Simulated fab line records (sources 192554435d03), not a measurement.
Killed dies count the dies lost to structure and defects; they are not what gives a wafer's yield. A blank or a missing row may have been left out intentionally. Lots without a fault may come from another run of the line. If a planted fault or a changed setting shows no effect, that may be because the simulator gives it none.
Matching of chambers :: flow n5_finfet :: pecvd-02 running N5_BEOL_M7_PECVD_70: 3 sister chambers
The step deposits SiO2 from TEOS/O2, target thk 20 nm, time 22.7 s. 3 wafers are shown with their chamber, then 10 later ones without.

## EACH WAFER AND ITS CHAMBER
wafer: L090.1
chamber: 0
showerhead_plenum_p_Torr (Torr): 8.74

wafer: L091.2
chamber: 2
showerhead_plenum_p_Torr (Torr): 8.66

wafer: L091.3
chamber: 1
showerhead_plenum_p_Torr (Torr): 8.92

## WAFERS WITHOUT THEIR CHAMBER
wafer: L091.4
showerhead_plenum_p_Torr (Torr): 8.90

wafer: L092.2
showerhead_plenum_p_Torr (Torr): 8.74

wafer: L092.5
showerhead_plenum_p_Torr (Torr): 8.69

wafer: L092.6
showerhead_plenum_p_Torr (Torr): 8.75

wafer: L095.1
showerhead_plenum_p_Torr (Torr): 8.67

wafer: L095.3
showerhead_plenum_p_Torr (Torr): 8.73

wafer: L095.4
showerhead_plenum_p_Torr (Torr): 8.92

wafer: L096.1
showerhead_plenum_p_Torr (Torr): 8.90

wafer: L096.3
showerhead_plenum_p_Torr (Torr): 8.76

wafer: L096.4
showerhead_plenum_p_Torr (Torr): 8.91

## WHICH CHAMBER EACH WENT THROUGH
wafer: L091.4
from the rows above: 1
in truth: 1

wafer: L092.2
from the rows above: 0
in truth: 0

wafer: L092.5
from the rows above: can't be placed: 2 or 0
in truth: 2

wafer: L092.6
from the rows above: 0
in truth: 0

wafer: L095.1
from the rows above: 2
in truth: 2

wafer: L095.3
from the rows above: 0
in truth: 0

wafer: L095.4
from the rows above: 1
in truth: 1

wafer: L096.1
from the rows above: 1
in truth: 1

wafer: L096.3
from the rows above: 0
in truth: 0

wafer: L096.4
from the rows above: 1
in truth: 1
9 of 10 placed correctly. Unplaceable from these rows: 1, with the true chamber sitting among the candidates in 1. 0 placed wrongly.
How it was worked out, from the rows above alone: a wafer's distance from a chamber is the root of the sum, over the readings, of the square of ((its reading less the chamber's mean) divided by the reading's scatter). The wafer belongs to the nearest chamber; if the next one is less than 2 further off, it can't be placed. Each chamber's mean is taken over the wafers shown for it. The scatter: root of mean squared gap, hidden wafer to nearest shown wafer, with one shown wafer a chamber.
